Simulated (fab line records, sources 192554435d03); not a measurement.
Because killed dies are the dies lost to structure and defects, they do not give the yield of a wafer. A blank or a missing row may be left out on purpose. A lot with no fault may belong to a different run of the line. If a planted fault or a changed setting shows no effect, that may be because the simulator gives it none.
Matching of chambers + flow n5-finfet + N5_MOL_CONTACT_COAG_ETCH_105 on rie-diel-01 has 4 sister chambers
The step etches SiARC in CF4, target depth 15.6 nm, time 26 s. 14 wafers are shown with their chamber, then 7 later ones without.

== WAFERS, EACH WITH ITS CHAMBER ==
| wafer  | chamber | drypump-motor-current-A (A) | throttle-valve-pct (%) | oes-product-au (a.u.) |
|--------|---------|-----------------------------|------------------------|-----------------------|
| L074.3 | 1       | 6.3                         | 15.75                  | 0.59                  |
| L074.4 | 3       | 6.1                         | 15.10                  | 0.75                  |
| L074.5 | 1       | 6.3                         | 15.74                  | 0.60                  |
| L080.1 | 1       | 6.3                         | 15.77                  | 0.58                  |
| L080.4 | 2       | 5.8                         | 15.51                  | 0.79                  |
| L080.5 | 1       | 6.3                         | 15.78                  | 0.59                  |
| L083.3 | 0       | 4.8                         | 16.07                  | 0.60                  |
| L083.5 | 3       | 6.1                         | 15.14                  | 0.72                  |
| L083.6 | 0       | 4.8                         | 16.09                  | 0.60                  |
| L085.2 | 1       | 6.3                         | 15.79                  | 0.58                  |
| L085.3 | 0       | 4.8                         | 16.09                  | 0.61                  |
| L085.5 | 2       | 5.8                         | 15.53                  | 0.77                  |
| L090.1 | 0       | 4.8                         | 16.13                  | 0.59                  |
| L090.2 | 2       | 5.7                         | 15.56                  | 0.74                  |

SIGNATURES, as means of the wafers listed above
| reading                 | chamber 0 | chamber 1 | chamber 2 | chamber 3 | scatter within a chamber |
|-------------------------|-----------|-----------|-----------|-----------|--------------------------|
| drypump-motor-current-A | 4.800     | 6.300     | 5.767     | 6.100     | 0.0258                   |
| throttle-valve-pct      | 16.0950   | 15.7660   | 15.5333   | 15.1200   | 0.0238                   |
| oes-product-au          | 0.6000    | 0.5880    | 0.7667    | 0.7350    | 0.0148                   |
Rule: for a wafer and a chamber, the distance is found by dividing, reading by reading, the gap between the wafer's reading and the chamber's mean by the reading's scatter, squaring, summing and taking the root. The wafer belongs to the nearest chamber; if the next one is less than 2 further off, it can't be placed. The scatter: the root of (the sum of the squares of (reading less its chamber's mean) over the shown wafers, divided by (wafers less chambers)).

== WAFERS WHOSE CHAMBER IS MISSING ==
| wafer  | drypump-motor-current-A (A) | throttle-valve-pct (%) | oes-product-au (a.u.) |
|--------|-----------------------------|------------------------|-----------------------|
| L090.6 | 6.1                         | 15.18                  | 0.71                  |
| L094.1 | 6.1                         | 15.18                  | 0.70                  |
| L094.2 | 4.8                         | 16.13                  | 0.59                  |
| L094.4 | 5.8                         | 15.57                  | 0.74                  |
| L097.2 | 6.1                         | 15.20                  | 0.70                  |
| L097.3 | 4.8                         | 16.15                  | 0.59                  |
| L097.6 | 5.8                         | 15.59                  | 0.73                  |

== CHAMBER TAKEN BY EACH ==
| wafer  | from the rows above | in truth |
|--------|---------------------|----------|
| L090.6 | 3                   | 3        |
| L094.1 | 3                   | 3        |
| L094.2 | 0                   | 0        |
| L094.4 | 2                   | 2        |
| L097.2 | 3                   | 3        |
| L097.3 | 0                   | 0        |
| L097.6 | 2                   | 2        |
Placed correctly: 7 of 7. Not placeable from these rows: 0. 0 placed wrongly.
